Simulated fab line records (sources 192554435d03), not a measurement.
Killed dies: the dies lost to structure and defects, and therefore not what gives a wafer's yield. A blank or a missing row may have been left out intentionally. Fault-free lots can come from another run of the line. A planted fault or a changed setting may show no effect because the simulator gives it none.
Chamber matching + flow n5-finfet + N5_BEOL_M7_DESCUM_16 on rie-diel-03: 4 sister chambers
The step chemistry O2, time 7.9 s. 20 wafers are shown with their chamber, then 10 later ones without.

== EACH WAFER AND ITS CHAMBER ==
| wafer  | chamber | drypump-motor-current-A (A) | showerhead-plenum-p-Torr (Torr) | oes-product-au (a.u.) |
|--------|---------|-----------------------------|---------------------------------|-----------------------|
| L075.1 | 1       | 5.1                         | 2.05                            | 0.67                  |
| L075.4 | 0       | 5.4                         | 2.19                            | 0.72                  |
| L075.6 | 2       | 5.9                         | 2.06                            | 0.98                  |
| L077.1 | 0       | 5.4                         | 2.18                            | 0.72                  |
| L077.4 | 1       | 5.1                         | 2.05                            | 0.67                  |
| L077.6 | 2       | 5.8                         | 2.06                            | 0.97                  |
| L079.1 | 2       | 5.9                         | 2.06                            | 0.97                  |
| L079.2 | 3       | 5.2                         | 1.99                            | 0.75                  |
| L079.3 | 0       | 5.4                         | 2.18                            | 0.72                  |
| L078.1 | 2       | 5.9                         | 2.06                            | 0.96                  |
| L078.3 | 3       | 5.2                         | 1.99                            | 0.74                  |
| L078.6 | 3       | 5.2                         | 1.99                            | 0.74                  |
| L080.3 | 1       | 5.1                         | 2.04                            | 0.65                  |
| L080.4 | 2       | 5.9                         | 2.05                            | 0.95                  |
| L080.5 | 0       | 5.4                         | 2.18                            | 0.71                  |
| L081.1 | 2       | 5.8                         | 2.05                            | 0.94                  |
| L081.5 | 3       | 5.2                         | 1.99                            | 0.74                  |
| L081.6 | 2       | 5.8                         | 2.05                            | 0.94                  |
| L083.2 | 3       | 5.2                         | 1.99                            | 0.74                  |
| L083.3 | 0       | 5.4                         | 2.18                            | 0.71                  |

SIGNATURES (means of the wafers above)
| reading                  | chamber 0 | chamber 1 | chamber 2 | chamber 3 | scatter within a chamber |
|--------------------------|-----------|-----------|-----------|-----------|--------------------------|
| drypump-motor-current-A  | 5.400     | 5.100     | 5.857     | 5.200     | 0.0327                   |
| showerhead-plenum-p-Torr | 2.1820    | 2.0467    | 2.0557    | 1.9900    | 0.00446                  |
| oes-product-au           | 0.7160    | 0.6633    | 0.9586    | 0.7420    | 0.011                    |
Rule: for each reading, subtract the chamber's mean from the wafer's reading, divide by that reading's scatter and square the result; add these up over the readings and take the root, which gives the wafer's distance from the chamber. The wafer belongs to the nearest chamber; if the next one is less than 2 further off, it can't be placed. How the scatter is found: for the shown wafers, subtract from each reading the mean of its chamber, square and add these, divide the total by (wafers less chambers), then take the root.

== WAFERS WITH NO CHAMBER GIVEN ==
| wafer  | drypump-motor-current-A (A) | showerhead-plenum-p-Torr (Torr) | oes-product-au (a.u.) |
|--------|-----------------------------|---------------------------------|-----------------------|
| L083.4 | 5.2                         | 1.99                            | 0.74                  |
| L087.3 | 5.8                         | 2.05                            | 0.90                  |
| L087.4 | 5.2                         | 1.99                            | 0.72                  |
| L087.5 | 5.4                         | 2.18                            | 0.71                  |
| L095.1 | 5.1                         | 2.04                            | 0.92                  |
| L095.2 | 5.2                         | 1.98                            | 0.71                  |
| L095.5 | 5.2                         | 1.98                            | 0.71                  |
| L097.1 | 5.1                         | 2.04                            | 0.90                  |
| L097.3 | 5.3                         | 2.17                            | 0.69                  |
| L097.5 | 5.1                         | 2.04                            | 0.90                  |

== THE CHAMBER EACH PASSED THROUGH ==
| wafer  | from the rows above | in truth                   |
|--------|---------------------|----------------------------|
| L083.4 | 3                   | 3                          |
| L087.3 | 2                   | 2                          |
| L087.4 | 3                   | 3                          |
| L087.5 | 0                   | 0                          |
| L095.1 | 3                   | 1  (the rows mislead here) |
| L095.2 | 3                   | 3                          |
| L095.5 | 3                   | 3                          |
| L097.1 | 3                   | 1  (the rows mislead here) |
| L097.3 | 0                   | 0                          |
| L097.5 | 3                   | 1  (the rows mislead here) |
Correctly placed: 7 of 10. Can't be placed from these rows: 0. Number placed wrongly: 3.
